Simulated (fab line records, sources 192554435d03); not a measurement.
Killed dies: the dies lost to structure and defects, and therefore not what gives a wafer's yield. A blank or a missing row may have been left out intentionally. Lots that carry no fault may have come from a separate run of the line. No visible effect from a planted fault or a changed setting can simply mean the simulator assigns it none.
fab line records	flow n5Finfet
record: lots: 5	wafers: 14	lastDay: 16
route steps=1938 shown BEOL_M0_SAQP@664 BEOL_M0_CUTY@701 BEOL_M4@1111 PASSIVATION@1936
lots untouched by any fault: they come from a run of this same line in which no faults occurred
startH: hours from the record's opening day to when the first of the lot's shown wafers began	waitH: hours since the lot's step before	" identical to the entry in the row above	L1.1+2: several wafers, shown together as one row	- no value, or no start was given	* or withheld: withheld	< > ~ a bound
route shown NAME@n: a module of which the file shows steps, and the number in the route of the first	usual: the fault-free wafers' mean and standard deviation	same: alike in all rows	chamber/n: place in a boat	sites: the reading at each site	_std_site: how widely they spread, as a standard deviation	_edge_site: mean of outer sites minus mean of inner sites	radiusMm: for every site, how far away it sits from the centre of the wafer	mask NAME#n: copy n	behind: the last tool/chamber to shape the wafer	hold: why the lot went on hold/how many hours it stayed there/how the hold came to an end	device: which transistor (n, p or np) failed to switch	end of line: the same wafers' tests at the end of the route	a step without rows: its recipe alone	killed: count of dies lost to structure and defects at first sort (not the wafer's yield)	map: per-die view of a wafer (x killed, . not killed, _ where there is no die)
set.NAME: the setting that was run; set.NAME@STEP: the one run at that earlier step	model.NAME: the simulator's own value behind a step, which no gauge read
a table for each step, a row for each wafer; lots at some steps of the route
services: from which hour (startH, from the record's first day; less than 0 if before it) a tool's chamber was out of use, for how many hours, and why
== steps ==
step: N5_BEOL_M0_SAQP_SPACER1_ETCHBACK_99
recipe: chemistry: CHF3/O2	mode: anisotropicEtchback	target: SiO2	targetDepthA: 154	timeS: 7.7	pressureMtorr: 30	sourceW: 650	biasW: 170	Ar_flow_sccm: 200	CHF3_flow_sccm: 50	O2_flow_sccm: 5	ionEnergyEv: 200
step: N5_BEOL_M0_SAQP_MANDREL1_REMOVE_100
recipe: chemistry: HBr/Cl2/O2	btTimeS: 10	target: a-Si	stopOn: SiNx	endpoint: OES-SiCl	overEtchFrac: 0.85	icpW: 600	biasW: 30	HBr_flow_sccm: 150	Cl2_flow_sccm: 80	O2_flow_sccm: 5	pressureMtorr: 10
step: N5_BEOL_M0_SAQP_ETCH_101
recipe: chemistry: CH3F/O2	target: SiNx	maskMaterial: SiO2	targetDepthA: 299	timeS: 42.7	pressureMtorr: 30	sourceW: 395	biasW: 73	Ar_flow_sccm: 150	CH3F_flow_sccm: 30	O2_flow_sccm: 20	ionEnergyEv: 120
step: N5_BEOL_M0_SAQP_ETCH_102
recipe: chemistry: CF4	target: SiO2	targetDepthA: 40	ionEnergyEv: 350	timeS: 4.4	pressureMtorr: 10	icpW: 800	biasW: 400	cf4FlowSccm: 80
step: N5_BEOL_M0_SAQP_MANDREL_ETCH_103
recipe: chemistry: HBr/Cl2	target: a-Si	targetDepthA: 450	btTimeS: 10	stopOn: SiCN	maskMaterial: SiO2	overEtchFrac: 0.8	timeS: 27	pressureMtorr: 10	icpW: 800	biasW: 75	HBr_flow_sccm: 150	Cl2_flow_sccm: 80	ends: endPoint
step: N5_BEOL_M0_SAQP_RECESS_104
recipe: chemistry: HF/NH3	target: SiO2	targetDepthA: 180	afsCycles: 3	tempC: 30	sublimationTempC: 180	sublimationTimeS: 60
step: N5_BEOL_M0_SAQP_COAT_105
recipe: resist: SOC	tempC: 250	timeS: 60	spinRpm: 1500	resistThkNm: 100
step: N5_BEOL_M0_SAQP_ETCH_106
recipe: chemistry: N2/H2	target: SOC	targetDepthA: 1500	stopOn: SiNx	ionEnergyEv: 100	biasW: 61	pressureMtorr: 30	sourceW: 850	n2FlowSccm: 200	h2FlowSccm: 200
step: N5_BEOL_M0_SAQP_ETCH_107
recipe: chemistry: CH3F/O2	target: SiNx	targetDepthA: 300	maskMaterial: SOC	pressureMtorr: 30	sourceW: 395	biasW: 73	Ar_flow_sccm: 150	CH3F_flow_sccm: 30	O2_flow_sccm: 20	ionEnergyEv: 120
step: N5_BEOL_M0_SAQP_STRIP_108
recipe: chemistry: N2/H2	powerW: 500	tempC: 40	pressureMtorr: 50	rfFrequencyHz: 6e+07	overashFraction: 0.3	biasPowerW: 28	h2Frac: 0.5	n2FlowSccm: 300	h2FlowSccm: 300
step: N5_BEOL_M0_SAQP_RECESS_109
recipe: chemistry: HF/NH3	target: SiO2	targetDepthA: 30	afsCycles: 1	tempC: 30	sublimationTempC: 180	sublimationTimeS: 60
step: N5_BEOL_M0_SAQP_SPACER2_ALD_26
recipe: material: SiO2	targetThkA: 150	tempC: 300	aldPrecursorFamily: BDEAS	aldCoReactant: O2-plasma	pulseTimeS: 1	purgeTimeS: 2	coReactantPurgeTimeS: 2	pressureTorr: 2
usual: heaterPowerW: 460/38	precursorPulseHeightRel: 0.997/0.02
lot.wafer	tool	chamber	startH	waitH	heaterPowerW	precursorPulseHeightRel	model.SiO2_of_BEOL_M0_SAQP_SPACER2_ALD_26.thkNm
L793.1	aldSin-04	3	144.61	0.1	440	0.985	15
L793.4	"	0	"	"	527	0.985	14.8
L793.6	"	1	"	"	498	0.992	15
L796.2	aldSin-04	0	165.04	0.1	533	0.975	28.6
L796.3	"	2	"	"	438	0.993	15
L796.5	"	3	"	"	447	0.992	15
L801.2	aldSin-04	2	191.25	0.5	452	0.989	28.6
L801.5	"	2	"	"	444	0.976	15
L804.1	aldSin-04	2	208.17	0.1	440	0.995	15.2
L804.2	"	1	"	"	488	0.992	28.6
L804.4	"	0	"	"	527	1.007	15
L805.2	aldSin-02	2	214.88	0.2	468	1.040	15
L805.3	"	1	"	"	480	1.012	14.8
L805.6	"	3	"	"	412	0.997	15
step: N5_BEOL_M0_SAQP_SPACER2_ETCHBACK_27
recipe: chemistry: CHF3/O2	mode: anisotropicEtchback	target: SiO2	targetDepthA: 225	timeS: 11.25	pressureMtorr: 30	sourceW: 650	biasW: 170	Ar_flow_sccm: 200	CHF3_flow_sccm: 50	O2_flow_sccm: 5	ionEnergyEv: 200
step: N5_BEOL_M0_SAQP_MANDREL2_REMOVE_110
recipe: chemistry: HBr/Cl2/O2	btTimeS: 10	target: a-Si	stopOn: SiCN	endpoint: OES-SiCl	overEtchFrac: 1	icpW: 600	biasW: 30	HBr_flow_sccm: 150	Cl2_flow_sccm: 80	O2_flow_sccm: 5	pressureMtorr: 10
usual: HBr_flow_sccm: 150.0/0.44	drypumpMotorCurrentA: 5.8/0.46	heBacksideLeakSccm: 2.9/0.47	oesProductAu: 0.999/0.017	throttleValvePct: 36.7/0.36
lot.wafer	tool	chamber	startH	waitH	HBr_flow_sccm	drypumpMotorCurrentA	heBacksideLeakSccm	oesProductAu	rfHoursCounterH	throttleValvePct	model.SiO2_of_BEOL_M0_SAQP_SPACER2_ALD_26.thkNm	model.BEOL_M0_SAQP.cdNm
L793.1	rieSi-01	0	145.25	0.1	149.8	6.8	2.8	1.010	132	36.8	10.6	14.8
L793.4	"	1	"	"	150.0	5.2	4.0	1.005	181	36.9	10.4	14.8
L793.6	"	2	"	"	150.0	5.5	2.4	0.983	-	36.1	10.6	15
L796.2	rieSi-06	1	165.71	0.1	150.2	6.1	2.8	1.015	18	36.9	24.2	28.4
L796.3	"	2	"	"	150.6	5.6	2.6	0.978	1	36.6	10.6	15
L796.5	"	2	"	"	150.2	5.6	2.7	0.980	-	36.6	10.6	15
L801.2	rieSi-05	0	192.03	0.1	149.7	5.8	2.8	1.010	24	36.5	24.2	28.6
L801.5	"	1	"	"	149.9	5.9	3.0	1.028	-	36.1	10.6	15
L804.1	rieSi-06	1	208.80	0.1	149.4	6.1	2.6	0.996	19	36.9	10.6	15.2
L804.2	"	0	"	"	150.3	6.1	2.3	1.019	78	36.2	24.2	28.6
L804.4	"	2	"	"	149.5	5.7	2.9	0.976	1	36.6	10.6	15.2
L805.2	rieSi-01	3	215.68	0.1	149.2	5.7	2.7	0.971	163	37.1	10.6	15
L805.3	"	1	"	"	149.6	5.2	3.9	0.993	183	36.9	10.4	14.8
L805.6	"	2	"	"	150.2	5.5	2.5	0.989	-	36.1	10.6	15
step: N5_BEOL_M0_SAQP_CD_MEAS_29
recipe: targetCdNm: 14.4	landingEnergyEv: 1000	detector: seInlens
usual: cdNm: 14.98/0.22
lot.wafer	tool	chamber	startH	waitH	cdNm
L793.1	cdSem-03	0	145.36	0.1	14.73
L793.4	"	0	"	"	14.84
L793.6	"	0	"	"	14.63
L796.2	cdSem-01	0	165.82	0.1	28.43
L796.3	"	0	"	"	14.99
L796.5	"	0	"	"	14.88
L801.2	cdSem-03	0	192.15	0.1	28.58
L801.5	"	0	"	"	14.37
L804.1	cdSem-01	0	208.91	0.1	15.40
L804.2	"	0	"	"	28.36
L804.4	"	0	"	"	15.03
L805.2	cdSem-03	0	215.79	0.1	15.03
L805.3	"	0	"	"	14.90
L805.6	"	0	"	"	14.85
step: N5_BEOL_M0_SAQP_COAT_69
recipe: resist: SOC	tempC: 250	timeS: 60	spinRpm: 1500	resistThkNm: 90
step: N5_BEOL_M0_SAQP_COAT_72
recipe: resist: SiARC	tempC: 220	timeS: 60	spinRpm: 1500	resistThkNm: 15
step: N5_BEOL_M0_SAQP_COAT_87
recipe: resist: underlayer	tempC: 205	timeS: 60	spinRpm: 1500	resistThkNm: 5
step: N5_BEOL_M0_SAQP_COAT_34
recipe: resist: CAR-EUV	spinRpm: 1500	resistThkNm: 30
step: N5_BEOL_M0_SAQP_EBR_36
recipe: solvent: PGMEA	ebrWidthMm: 1.5
step: N5_BEOL_M0_SAQP_SOFTBAKE_35
recipe: tempC: 110	timeS: 60	resist: CAR-EUV
step: N5_BEOL_M0_SAQP_EXPOSE_37
recipe: maskId: M0_CUT1	na: 0.33	sourceShape: annular	sigmaInner: 0.35	sigmaOuter: 0.8	polarization: unpolarized	targetCdNm: 30	doseMj: 44.75
step: N5_BEOL_M0_SAQP_PEB_38
recipe: pebTempC: 100	pebTimeS: 60	resist: CAR-EUV
step: N5_BEOL_M0_SAQP_DEVELOP_39
recipe: developTimeS: 30	developer: TMAH	resist: CAR-EUV	rinseLiquid: surfactantRinse	dry: airSpin	devTempC: 23
step: N5_BEOL_M0_SAQP_DESCUM_45
recipe: chemistry: O2	timeS: 7	sourcePowerW: 50	biasPowerW: 20	pressureMtorr: 20	rfFrequencyHz: 2.712e+07	tempC: 40	resist: CAR-EUV	o2FlowSccm: 225
step: N5_BEOL_M0_SAQP_ETCH_88
recipe: chemistry: N2/H2	target: underlayer	targetDepthA: 65	timeS: 5.2	ionEnergyEv: 200	maskMaterial: CAR-EUV	pressureMtorr: 30	sourceW: 840	biasW: 150	n2FlowSccm: 200	h2FlowSccm: 200	ends: cleared
step: N5_BEOL_M0_SAQP_ETCH_73
recipe: chemistry: CF4	target: SiARC	targetDepthA: 195	maskMaterial: CAR-EUV	timeS: 32.5	ionEnergyEv: 80	pressureMtorr: 40	sourceW: 545	biasW: 36	Ar_flow_sccm: 100	cf4FlowSccm: 100	ends: cleared
step: N5_BEOL_M0_SAQP_CUT_ETCH_46
recipe: chemistry: N2/H2	target: SOC	targetDepthA: 1350	overetchA: 270	tempC: 40	timeS: 202.5	ionEnergyEv: 200	maskMaterial: SiARC	pressureMtorr: 30	sourceW: 840	biasW: 150	n2FlowSccm: 200	h2FlowSccm: 200
step: N5_BEOL_M0_SAQP_STRIP_74
recipe: chemistry: N2/H2	tempC: 40	n2FlowSccm: 200	h2FlowSccm: 200	rfFrequencyHz: 6e+07
step: N5_BEOL_M0_SAQP_STRIP_89
recipe: chemistry: N2/H2	tempC: 40	n2FlowSccm: 200	h2FlowSccm: 200	rfFrequencyHz: 6e+07
step: N5_BEOL_M0_SAQP_ALD_48
recipe: material: SiO2	targetThkA: 200	tempC: 100	aldPrecursorFamily: BDEAS	aldCoReactant: O2-plasma	pulseTimeS: 1	coReactantPulseTimeS: 1	purgeTimeS: 2	coReactantPurgeTimeS: 2	aldCycles: 139	pressureTorr: 2
step: N5_BEOL_M0_SAQP_ETCH_49
recipe: chemistry: CF4/O2	targetDepthA: 370	target: SiO2	pressureMtorr: 40	sourceW: 535	biasW: 49	Ar_flow_sccm: 100	cf4FlowSccm: 100	O2_flow_sccm: 10	ionEnergyEv: 100
step: N5_BEOL_M0_SAQP_STRIP_75
recipe: chemistry: CF4	resist: SiARC	powerW: 300	biasPowerW: 75	pressureMtorr: 50	cf4FlowSccm: 150	rfFrequencyHz: 6e+07
step: N5_BEOL_M0_CUTY_COAT_50
recipe: resist: SiARC	tempC: 220	timeS: 60	spinRpm: 1500	resistThkNm: 15
step: N5_BEOL_M0_CUTY_COAT_51
recipe: resist: CAR-ArF-block	spinRpm: 1500	resistThkNm: 150
step: N5_BEOL_M0_CUTY_EBR_52
recipe: solvent: PGMEA	ebrWidthMm: 1.5
step: N5_BEOL_M0_CUTY_SOFTBAKE_53
recipe: tempC: 110	timeS: 60	resist: CAR-ArF-block
step: N5_BEOL_M0_CUTY_EXPOSE_54
recipe: maskId: M0_ABLK	na: 1.35	sourceShape: conventional	sigmaOuter: 0.8	polarization: unpolarized	doseMj: 36
step: N5_BEOL_M4_RC_MEAS_101
usual: DIBL_N: 36.1/1.5	DIBL_P: 36.1/1.9	IOFF_N: 0.159/0.029	IOFF_P: 0.21/0.038	ION_N: 675/11	ION_P: 464/8.1	SS_N: 71.5/0.57	SS_P: 73.3/0.64	VT_N: 249/3.1	VT_P: -250/3.8
lot.wafer	tool	chamber	startH	waitH	DIBL_N[mV/V]	DIBL_P[mV/V]	IOFF_N[nA/um]	IOFF_P[nA/um]	ION_N[uA/um]	ION_P[uA/um]	SS_N[mV/dec]	SS_P[mV/dec]	VT_N[mV]	VT_P[mV]
L793.1	prober-01	0	194.50	0.0	34.2	33.8	0.128	0.17	677	464	70.9	72.9	250	-252
L793.4	"	0	"	"	33.7	32.9	0.117	0.17	657	451	71.3	72.1	254	-253
L793.6	"	0	"	"	34.5	35.0	0.151	0.21	686	471	71.1	73.0	251	-249
L796.3	prober-02	0	219.39	0.3	35.2	35.0	0.128	0.19	659	454	71.9	72.3	252	-250
L796.5	"	0	"	"	34.5	34.3	0.118	0.18	666	462	71.0	72.7	254	-254
L801.5	prober-01	0	248.97	0.6	34.4	34.9	0.118	0.18	662	458	71.3	73.1	254	-251
L804.1	prober-01	0	266.33	0.0	34.7	34.6	0.135	0.19	668	461	70.5	72.9	250	-252
L804.4	"	0	"	"	34.4	33.9	0.128	0.19	657	456	70.9	73.0	254	-251
L805.2	prober-01	0	269.68	0.2	38.5	38.9	0.187	0.21	665	456	72.4	73.6	249	-254
L805.3	"	0	"	"	36.2	37.3	0.151	0.18	662	446	71.6	72.8	254	-256
L805.6	"	0	"	"	37.5	38.5	0.180	0.20	678	460	72.7	73.3	248	-253
step: N5_PASSIVATION_PROBE_49
usual: defectLimitedYield: 91.5/1.6	killed_at_M0_to_M3: 33/10	killed_at_M4_up: 13/5.6	killedAtContacts: 13/6	killedAtFrontEnd: 39/12	killedAtOther: 3.0/2.8	killedDies: 101/19	killedOnRim: 13/4	killedOpen: 65/13	killedShort: 32/8.3	sort_bin_5_function: 5.0/1	sort_bin_6_memory: 3.1/0.69	sortNPass: 1079/19	sortYieldPct: 91.5/1.6
same: grossDies: 1180	killedAtBackSide: 0	sort_bin_4_leakage[%]: 0	sort_bin_8_speed[%]: 0
lot.wafer	tool	chamber	startH	waitH	defectLimitedYield[%]	killed_at_M0_to_M3	killed_at_M4_up	killedAtContacts	killedAtFrontEnd	killedAtOther	killedDies	killedOnRim	killedOpen	killedShort	sort_bin_5_function[%]	sort_bin_6_memory[%]	sortNPass	sortYieldPct[%]
L796.2	prober-02	-	315.76	0.1	0	1102	8	25	41	4	1180	152	75	26	96.5	3.2	0	0
L801.2	prober-02	-	353.81	0.1	0	1127	5	10	37	1	1180	152	57	32	97.0	2.6	0	0
L804.2	prober-02	-	363.88	0.1	0	1119	13	18	29	1	1180	152	67	39	95.8	3.8	0	0
killed by level:class
L796.2 BEOL_M0_SAQP:areaAld=1079 MOL_CONTACT_COAG:geometricParticle:open=20 STI_FIN_REVEAL:geometricParticle:open=9 FIN_SAQP:geometricParticle:open=8 BEOL_M1:geometricParticle:open=6 BEOL_M3:geometricParticle:open=6 MOL_CONTACT_COAG:geometricParticle:short=5 STARTING-WAFER:geometricParticle:short=5
L801.2 BEOL_M0_SAQP:areaAld=1091 BEOL_M2:geometricParticle:open=11 FIN_SAQP:geometricParticle:open=10 GATE_CUT:geometricParticle:short=7 MOL_CONTACT_COAG:geometricParticle:open=7 BEOL_M3:geometricParticle:open=7 FIN_SAQP:geometricParticle:short=6 BEOL_M1:geometricParticle:open=6
L804.2 BEOL_M0_SAQP:areaAld=1073 BEOL_M2:geometricParticle:open=15 MOL_CONTACT_COAG:geometricParticle:open=13 BEOL_M1:geometricParticle:short=7 BEOL_M0_SAQP:geometricParticle:open=6 STI_FIN_REVEAL:geometricParticle:open=5 MOL_CONTACT_COAG:geometricParticle:short=5 STARTING-WAFER:geometricParticle:short=5
map L796.2 (x killed, . not)
_________________xxxxxxxxxxxx________________
______________xxxxxxxxxxxxxxxxxx_____________
___________xxxxxxxxxxxxxxxxxxxxxxxx__________
__________xxxxxxxxxxxxxxxxxxxxxxxxxx_________
________xxxxxxxxxxxxxxxxxxxxxxxxxxxxxx_______
_______xxxxxxxxxxxxxxxxxxxxxxxxxxxxxxxx______
______xxxxxxxxxxxxxxxxxxxxxxxxxxxxxxxxxx_____
_____xxxxxxxxxxxxxxxxxxxxxxxxxxxxxxxxxxxx____
____xxxxxxxxxxxxxxxxxxxxxxxxxxxxxxxxxxxxxx___
___xxxxxxxxxxxxxxxxxxxxxxxxxxxxxxxxxxxxxxxx__
___xxxxxxxxxxxxxxxxxxxxxxxxxxxxxxxxxxxxxxxx__
__xxxxxxxxxxxxxxxxxxxxxxxxxxxxxxxxxxxxxxxxxx_
__xxxxxxxxxxxxxxxxxxxxxxxxxxxxxxxxxxxxxxxxxx_
_xxxxxxxxxxxxxxxxxxxxxxxxxxxxxxxxxxxxxxxxxxxx
_xxxxxxxxxxxxxxxxxxxxxxxxxxxxxxxxxxxxxxxxxxxx
_xxxxxxxxxxxxxxxxxxxxxxxxxxxxxxxxxxxxxxxxxxxx
_xxxxxxxxxxxxxxxxxxxxxxxxxxxxxxxxxxxxxxxxxxxx
_xxxxxxxxxxxxxxxxxxxxxxxxxxxxxxxxxxxxxxxxxxxx
_xxxxxxxxxxxxxxxxxxxxxxxxxxxxxxxxxxxxxxxxxxxx
_xxxxxxxxxxxxxxxxxxxxxxxxxxxxxxxxxxxxxxxxxxxx
_xxxxxxxxxxxxxxxxxxxxxxxxxxxxxxxxxxxxxxxxxxxx
__xxxxxxxxxxxxxxxxxxxxxxxxxxxxxxxxxxxxxxxxxx_
__xxxxxxxxxxxxxxxxxxxxxxxxxxxxxxxxxxxxxxxxxx_
___xxxxxxxxxxxxxxxxxxxxxxxxxxxxxxxxxxxxxxxx__
___xxxxxxxxxxxxxxxxxxxxxxxxxxxxxxxxxxxxxxxx__
____xxxxxxxxxxxxxxxxxxxxxxxxxxxxxxxxxxxxxx___
_____xxxxxxxxxxxxxxxxxxxxxxxxxxxxxxxxxxxx____
______xxxxxxxxxxxxxxxxxxxxxxxxxxxxxxxxxx_____
_______xxxxxxxxxxxxxxxxxxxxxxxxxxxxxxxx______
________xxxxxxxxxxxxxxxxxxxxxxxxxxxxxx_______
__________xxxxxxxxxxxxxxxxxxxxxxxxxx_________
___________xxxxxxxxxxxxxxxxxxxxxxxx__________
______________xxxxxxxxxxxxxxxxxx_____________
_________________xxxxxxxxxxxx________________
map L801.2 (x killed, . not)
_________________xxxxxxxxxxxx________________
______________xxxxxxxxxxxxxxxxxx_____________
___________xxxxxxxxxxxxxxxxxxxxxxxx__________
__________xxxxxxxxxxxxxxxxxxxxxxxxxx_________
________xxxxxxxxxxxxxxxxxxxxxxxxxxxxxx_______
_______xxxxxxxxxxxxxxxxxxxxxxxxxxxxxxxx______
______xxxxxxxxxxxxxxxxxxxxxxxxxxxxxxxxxx_____
_____xxxxxxxxxxxxxxxxxxxxxxxxxxxxxxxxxxxx____
____xxxxxxxxxxxxxxxxxxxxxxxxxxxxxxxxxxxxxx___
___xxxxxxxxxxxxxxxxxxxxxxxxxxxxxxxxxxxxxxxx__
___xxxxxxxxxxxxxxxxxxxxxxxxxxxxxxxxxxxxxxxx__
__xxxxxxxxxxxxxxxxxxxxxxxxxxxxxxxxxxxxxxxxxx_
__xxxxxxxxxxxxxxxxxxxxxxxxxxxxxxxxxxxxxxxxxx_
_xxxxxxxxxxxxxxxxxxxxxxxxxxxxxxxxxxxxxxxxxxxx
_xxxxxxxxxxxxxxxxxxxxxxxxxxxxxxxxxxxxxxxxxxxx
_xxxxxxxxxxxxxxxxxxxxxxxxxxxxxxxxxxxxxxxxxxxx
_xxxxxxxxxxxxxxxxxxxxxxxxxxxxxxxxxxxxxxxxxxxx
_xxxxxxxxxxxxxxxxxxxxxxxxxxxxxxxxxxxxxxxxxxxx
_xxxxxxxxxxxxxxxxxxxxxxxxxxxxxxxxxxxxxxxxxxxx
_xxxxxxxxxxxxxxxxxxxxxxxxxxxxxxxxxxxxxxxxxxxx
_xxxxxxxxxxxxxxxxxxxxxxxxxxxxxxxxxxxxxxxxxxxx
__xxxxxxxxxxxxxxxxxxxxxxxxxxxxxxxxxxxxxxxxxx_
__xxxxxxxxxxxxxxxxxxxxxxxxxxxxxxxxxxxxxxxxxx_
___xxxxxxxxxxxxxxxxxxxxxxxxxxxxxxxxxxxxxxxx__
___xxxxxxxxxxxxxxxxxxxxxxxxxxxxxxxxxxxxxxxx__
____xxxxxxxxxxxxxxxxxxxxxxxxxxxxxxxxxxxxxx___
_____xxxxxxxxxxxxxxxxxxxxxxxxxxxxxxxxxxxx____
______xxxxxxxxxxxxxxxxxxxxxxxxxxxxxxxxxx_____
_______xxxxxxxxxxxxxxxxxxxxxxxxxxxxxxxx______
________xxxxxxxxxxxxxxxxxxxxxxxxxxxxxx_______
__________xxxxxxxxxxxxxxxxxxxxxxxxxx_________
___________xxxxxxxxxxxxxxxxxxxxxxxx__________
______________xxxxxxxxxxxxxxxxxx_____________
_________________xxxxxxxxxxxx________________
== services ==
tool	chamber	startH	hours	kind
rieSi-06	2	122.09	-	clean
rieSi-06	2	122.09	12.8	scheduledDown
rieSi-06	2	122.09	12.8	ventCycle
aldSin-04	1	140.15	3.4	repair
rieSi-05	2	142.00	35.5	repair
aldSin-02	2	142.13	17.0	repair
rieSi-01	1	145.51	2.4	repair
rieSi-06	3	146.01	1.5	repair
rieSi-05	-	149.31	2.8	pm
aldSin-04	-	176.75	14.0	pm
aldSin-04	0	176.75	14.0	ventCycle
aldSin-04	1	176.75	14.0	ventCycle
aldSin-04	2	176.75	14.0	ventCycle
aldSin-04	3	176.75	14.0	ventCycle
aldSin-04	0	190.75	-	clean
aldSin-04	1	190.75	-	clean
aldSin-04	2	190.75	-	clean
aldSin-04	3	190.75	-	clean
aldSin-02	3	197.40	3.8	repair
aldSin-04	3	203.34	4.1	repair
rieSi-05	3	213.71	-	clean
rieSi-05	3	213.71	17.5	scheduledDown
rieSi-05	3	213.71	17.5	ventCycle
== key ==
firstSign: step: N5_BEOL_M0_SAQP_CD_MEAS_29	reading: cdNm	direction: up	sigmas: 61	usual: 14.98	struck: 28.45
effect: step: N5_PASSIVATION_PROBE_49	reading: killed_at_M0_to_M3	direction: up	sigmas: 99+	usual: 33	struck: 1116
modelEffect: step: N5_BEOL_M0_SAQP_SPACER2_ALD_26	value: SiO2_of_BEOL_M0_SAQP_SPACER2_ALD_26.thkNm	without: 15	struck: 28.6
modelEffect: step: N5_BEOL_M0_SAQP_MANDREL2_REMOVE_110	value: SiO2_of_BEOL_M0_SAQP_SPACER2_ALD_26.thkNm	without: 10.6	struck: 24.2
moreKillsBornAt: N5_BEOL_M0_SAQP_SPACER2_ALD_26@aldSin-04: 3243
metAt N5_BEOL_M0_SAQP_SPACER2_ALD_26
struckWafers L796.2,L801.2,L804.2
laterRowsLeftOut L796.2,L801.2,L804.2
onsetBetween 144.61 165.04
fault: kind: processParameterDrift	tool: aldSin-04	chamber: -	onsetH: 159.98	steps: N5_BEOL_M0_SAQP_SPACER2_ALD_26	channel: targetThkA	offset: *	shape: step	endH: 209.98	scope: struckWafersOnly	actsIn: *	stated: *
laterRowsLeftOut: the simulator's readings of these wafers behind a module that went badly wrong aren't trusted and aren't shown, but for the sort
